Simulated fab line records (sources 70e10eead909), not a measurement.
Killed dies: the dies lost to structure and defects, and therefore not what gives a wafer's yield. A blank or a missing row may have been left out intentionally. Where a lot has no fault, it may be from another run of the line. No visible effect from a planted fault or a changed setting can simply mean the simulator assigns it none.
fab line records	flow nand_harc	part 2 of 2: steps 5 to 6 of 6
record lots=20	wafers=60	last_day=33
route steps=1302 shown A_STAIRCASE@681
lots untouched by any fault: they come from a run of this same line in which no faults occurred
start_h: the number of hours between the record's first day and the start of the first shown wafer of the lot	wait_h: time in hours since the lot's previous step	" unchanged from the row above	L1.1+2: a row that stands for several wafers	- no value, or no start was given	* or withheld: withheld	< > ~ a bound
route shown NAME@n: NAME is a module with steps in the file, n the number in the route of the first one	usual: mean and standard deviation over wafers with no fault	same: alike in all rows	chamber/n: place in a boat	sites: per-site readings	_std_site: how widely they spread, as a standard deviation	_edge_site: outer sites' mean less inner sites'	radius_mm: for every site, how far away it sits from the centre of the wafer	mask NAME#n: copy n	behind: the last tool/chamber to shape the wafer	hold: why the lot was held/for how many hours/how that ended	device: the n, p or np transistor that did not switch	end of line: at the end of the route, the tests of the same wafers	step lacking rows: just its recipe	killed: the dies lost at the first sort to structure and to defects; this is not the yield of the wafer	map: a wafer's dies, x killed, . not, _ none there
set.NAME: the setting the step ran with; set.NAME@STEP: the setting that earlier step ran with	model.NAME: the simulator's own value behind a step, which no gauge read
a sample of lots followed through the steps of the route, with each step as a table and each wafer as a row
services: from which hour (start_h, from the record's first day; less than 0 if before it) a tool's chamber was out of use, for how many hours, and why
## steps
# step NHARC_A_STAIRCASE_ETCH_230
# recipe target_depth_a=1000	time_s=40.5	ion_energy_ev=400	c4f8_flow_sccm=20	o2_flow_sccm=10	ar_flow_sccm=withheld	rf_w=600	bias_w=1000	chemistry=C4F8/O2
# usual bias_w=1000.1/2.8	oes_product_au=0.954/0.014	rf_vpp_V=895/5.1
# same time_s=40.5
lot.wafer	tool	chamber	start_h	wait_h	bias_w	oes_product_au	rf_hours_counter_h	rf_vpp_V
L075.2	rie_diel-13	1	-	-	1004.3	0.975	3	898
L075.3	"	0	"	"	998.2	0.977	3	892
L075.6	"	1	"	"	1004.6	0.978	-	898
L074.3	rie_diel-13	0	-	-	998.7	0.959	4	891
L074.6	"	2	"	"	995.4	0.970	-	889
L074.5	"	3	"	"	996.3	0.957	-	888
L076.1	rie_diel-10	2	-	-	996.6	0.967	37	895
L076.4	"	3	"	"	1001.5	0.978	40	890
L076.6	"	2	"	"	1000.4	0.952	-	894
L077.3	rie_diel-02	2	-	-	999.0	0.956	56	897
L077.1	"	1	"	"	994.8	0.955	59	887
L077.6	"	2	"	"	993.4	0.944	-	896
L079.3	rie_diel-10	3	-	-	1001.0	0.982	0	890
L079.4	"	0	"	"	1001.0	0.970	0	890
L079.6	"	1	"	"	1000.4	0.960	-	896
L080.3	rie_diel-02	2	-	-	1003.0	0.957	7	896
L080.1	"	0	"	"	1003.5	0.942	6	900
L080.2	"	1	"	"	999.7	0.934	7	906
L081.2	rie_diel-13	1	-	-	1003.6	0.970	19	898
L081.3	"	3	"	"	1005.0	0.965	21	887
L081.6	"	1	"	"	1002.6	0.973	-	898
L082.3	rie_diel-02	1	-	-	1005.6	0.949	17	905
L082.4	"	2	"	"	999.4	0.945	17	896
L082.2	"	0	"	"	1001.7	0.945	14	901
L083.3	rie_diel-10	1	-	-	1003.7	0.959	11	897
L083.1	"	3	"	"	999.1	0.965	14	889
L083.2	"	0	"	"	1001.3	0.955	13	889
L085.1	rie_diel-02	0	-	-	995.9	0.950	18	900
L085.4	"	1	"	"	1001.1	0.940	20	907
L085.3	"	2	"	"	996.9	0.953	21	897
L084.1	rie_diel-02	2	-	-	998.8	0.983	22	896
L084.2	"	3	"	"	999.3	0.977	22	897
L084.5	"	3	"	"	997.1	0.980	-	898
L087.4	rie_diel-10	0	-	-	999.4	0.936	23	890
L087.2	"	2	"	"	997.4	0.939	9	893
L087.5	"	0	"	"	999.5	0.947	-	890
L089.2	rie_diel-10	1	-	-	999.3	0.938	28	894
L089.6	"	1	"	"	994.1	0.938	-	896
L089.5	"	2	"	"	1003.6	0.938	-	893
L091.1	rie_diel-10	2	-	-	1002.2	0.939	27	891
L091.6	"	1	"	"	999.1	0.942	-	895
L091.5	"	2	"	"	1001.5	0.930	-	892
L090.2	rie_diel-02	1	-	-	999.6	0.960	48	904
L090.6	"	0	"	"	999.4	0.937	-	899
L090.5	"	1	"	"	1003.1	0.957	-	905
L092.3	rie_diel-02	2	-	-	993.1	0.958	48	895
L092.2	"	3	"	"	1003.2	0.955	54	896
L092.4	"	0	"	"	1004.2	0.960	48	899
L093.1	rie_diel-10	3	-	-	1004.6	0.952	51	888
L093.4	"	0	"	"	999.2	0.941	47	889
L093.6	"	3	"	"	998.6	0.943	-	888
L094.3	rie_diel-13	1	-	-	998.6	0.966	10	897
L094.2	"	0	"	"	1002.1	0.966	10	891
L094.6	"	2	"	"	1003.4	0.960	-	888
L096.1	rie_diel-10	3	-	-	1001.7	0.944	60	888
L096.2	"	0	"	"	997.8	0.935	56	889
L096.6	"	1	"	"	1005.8	0.938	-	897
L095.4	rie_diel-02	3	-	-	1000.7	0.984	1	896
L095.2	"	0	"	"	1003.4	0.991	1	899
L095.1	"	1	"	"	994.1	0.968	2	905
# step NHARC_A_STAIRCASE_DESCUM_291
# recipe time_s=3	o2_flow_sccm=200	ar_flow_sccm=0	bias_power_w=0	chemistry=O2
# usual drypump_motor_current_A=5.6/0.38	o2_flow_sccm=200.0/0.58	oes_product_au=1.001/0.0089	rf_vpp_V=57.7/0.92	showerhead_plenum_p_Torr=1.88/0.082	throttle_valve_pct=11.312/0.01
# same time_s=3
lot.wafer	tool	chamber	start_h	wait_h	drypump_motor_current_A	o2_flow_sccm	oes_product_au	rf_hours_counter_h	rf_vpp_V	showerhead_plenum_p_Torr	throttle_valve_pct
L075.2	rie_diel-10	0	391.55	-	5.7	199.7	0.994	44	58.8	1.83	11.318
L075.3	"	2	"	"	5.2	200.3	0.993	38	58.5	1.87	11.300
L075.6	"	3	"	"	5.5	198.7	1.018	-	57.6	1.81	11.313
L074.3	rie_diel-10	0	394.45	-	5.7	199.8	0.999	45	56.4	1.83	11.311
L074.5	"	2	"	"	5.2	200.5	0.999	-	58.2	1.87	11.325
L074.6	"	3	"	"	5.5	198.9	1.005	-	57.3	1.81	11.325
L076.1	rie_diel-13	0	401.65	-	6.1	200.6	1.004	13	58.2	1.85	11.328
L076.4	"	3	"	"	5.4	199.4	0.994	12	57.6	1.78	11.313
L076.6	"	1	"	"	5.9	199.4	0.998	-	59.2	1.96	11.298
L077.1	rie_diel-13	2	403.49	-	5.3	200.3	1.012	11	56.8	1.82	11.310
L077.3	"	0	"	"	6.0	199.6	1.005	13	59.2	1.85	11.319
L077.6	"	2	"	"	5.4	200.5	1.009	-	57.7	1.82	11.301
L080.3	rie_diel-10	0	442.76	-	5.7	200.6	1.002	5	58.1	1.83	11.320
L080.2	"	1	"	"	5.6	199.3	0.995	5	58.7	1.92	11.326
L080.1	"	3	"	"	5.5	200.0	1.001	6	56.6	1.80	11.317
L079.4	rie_diel-13	1	444.62	-	5.9	200.3	1.004	24	58.1	1.95	11.335
L079.3	"	2	"	"	5.3	200.9	1.008	24	57.5	1.82	11.292
L079.6	"	0	"	"	6.1	199.5	1.005	-	58.1	1.85	11.293
L081.2	rie_diel-10	3	450.26	-	5.5	200.8	1.010	9	56.7	1.80	11.299
L081.3	"	0	"	"	5.7	199.4	0.987	-	56.8	1.83	11.310
L081.6	"	0	"	"	5.7	199.6	0.990	-	56.0	1.83	11.322
L082.2	rie_diel-02	1	474.17	-	6.4	199.0	1.006	22	58.2	2.07	11.319
L082.3	"	2	"	"	5.4	199.4	1.004	22	57.2	1.91	11.305
L082.4	"	0	"	"	5.3	200.0	1.003	20	57.6	1.97	11.309
L083.2	rie_diel-13	2	479.18	-	5.3	199.7	1.009	38	57.1	1.81	11.318
L083.1	"	0	"	"	6.1	199.9	0.992	37	57.7	1.84	11.326
L083.3	"	1	"	"	5.9	198.8	0.992	38	57.3	1.95	11.318
L085.1	rie_diel-02	1	482.86	-	6.4	199.6	1.004	25	57.8	2.07	11.320
L085.4	"	2	"	"	5.4	200.4	1.022	23	58.5	1.91	11.308
L085.3	"	0	"	"	5.2	200.2	0.998	23	58.4	1.97	11.304
L084.2	rie_diel-10	3	488.27	-	5.5	199.4	1.006	25	57.8	1.80	11.320
L084.1	"	0	"	"	5.7	200.5	0.998	25	57.6	1.82	11.316
L084.5	"	3	"	"	5.5	199.4	1.003	-	57.1	1.80	11.320
L087.2	rie_diel-02	1	494.85	-	6.4	200.6	0.996	28	57.9	2.07	11.330
L087.4	"	3	"	"	4.7	200.1	1.002	-	57.9	1.92	11.325
L087.5	"	0	"	"	5.2	200.9	0.998	-	60.2	1.97	11.333
L089.2	rie_diel-10	3	523.27	-	5.6	200.2	1.004	36	59.2	1.79	11.321
L089.6	"	0	"	"	5.7	199.3	0.989	-	57.2	1.82	11.317
L089.5	"	1	"	"	5.6	201.1	1.007	-	58.2	1.91	11.309
L091.1	rie_diel-13	3	555.37	-	5.4	199.6	1.012	7	57.0	2.07	11.337
L091.5	"	2	"	"	5.3	201.0	0.985	-	57.6	1.81	11.321
L091.6	"	3	"	"	5.4	200.1	1.008	-	57.7	2.07	11.307
L090.2	rie_diel-02	2	556.04	-	5.4	200.1	0.995	49	58.3	1.90	11.312
L090.5	"	2	"	"	5.4	200.5	0.994	-	57.3	1.90	11.323
L090.6	"	3	"	"	4.7	200.8	0.995	-	58.4	1.91	11.315
L092.4	rie_diel-10	0	575.78	-	5.7	200.4	0.995	53	58.0	1.81	11.316
L092.2	"	1	"	"	5.7	201.1	1.000	51	58.4	1.90	11.312
L092.3	"	2	"	"	5.2	201.1	0.987	43	59.1	1.85	11.300
L093.4	rie_diel-10	3	577.30	-	5.5	200.1	0.996	58	57.0	1.79	11.322
L093.1	"	1	"	"	5.7	199.7	1.011	52	57.6	1.90	11.317
L093.6	"	3	"	"	5.6	200.0	1.007	-	56.1	1.79	11.311
L094.2	rie_diel-13	3	583.10	-	5.4	200.6	1.012	19	57.1	2.07	11.309
L094.3	"	0	"	"	6.0	199.3	1.023	19	56.7	1.83	11.313
L094.6	"	2	"	"	5.3	201.0	0.984	-	57.6	1.80	11.304
L096.2	rie_diel-02	3	600.95	-	4.7	200.4	0.999	5	57.2	1.91	11.308
L096.1	"	1	"	"	6.4	200.5	0.989	6	58.1	2.06	11.311
L096.6	"	0	"	"	5.2	198.7	1.010	-	57.2	1.96	11.318
L095.2	rie_diel-13	0	601.80	-	6.0	201.0	1.008	24	55.6	1.83	11.302
L095.1	"	2	"	"	5.3	200.0	0.986	24	58.2	1.80	11.328
L095.4	"	3	"	"	5.4	199.4	1.019	26	58.2	2.07	11.317
## services
tool	chamber	start_h	hours	kind
rie_diel-13	3	339.40	1.3	repair
plasma_asher-01	-	342.00	9.0	pm
rie_diel-13	-	344.23	9.0	pm
rie_diel-13	0	344.23	9.0	vent_cycle
rie_diel-13	1	344.23	9.0	vent_cycle
rie_diel-13	2	344.23	9.0	vent_cycle
rie_diel-13	3	344.23	9.0	vent_cycle
plasma_asher-01	-	359.11	8.5	repair
rie_diel-02	2	360.98	4.4	repair
rie_diel-13	-	375.05	0.7	repair
rie_diel-02	-	393.83	9.0	pm
rie_diel-10	-	420.03	9.0	pm
plasma_asher-02	-	426.00	9.0	pm
rie_diel-02	2	432.93	5.3	repair
plasma_asher-02	-	438.11	1.2	repair
rie_diel-10	2	441.16	33.4	repair
rie_diel-02	2	477.98	4.5	repair
rie_diel-02	2	488.79	12.6	repair
plasma_asher-01	-	490.20	1.0	repair
rie_diel-02	0	499.98	5.0	repair
plasma_asher-01	-	519.05	9.0	pm
rie_diel-13	-	521.23	9.0	pm
rie_diel-13	0	585.30	4.4	repair
rie_diel-10	-	597.03	9.0	pm
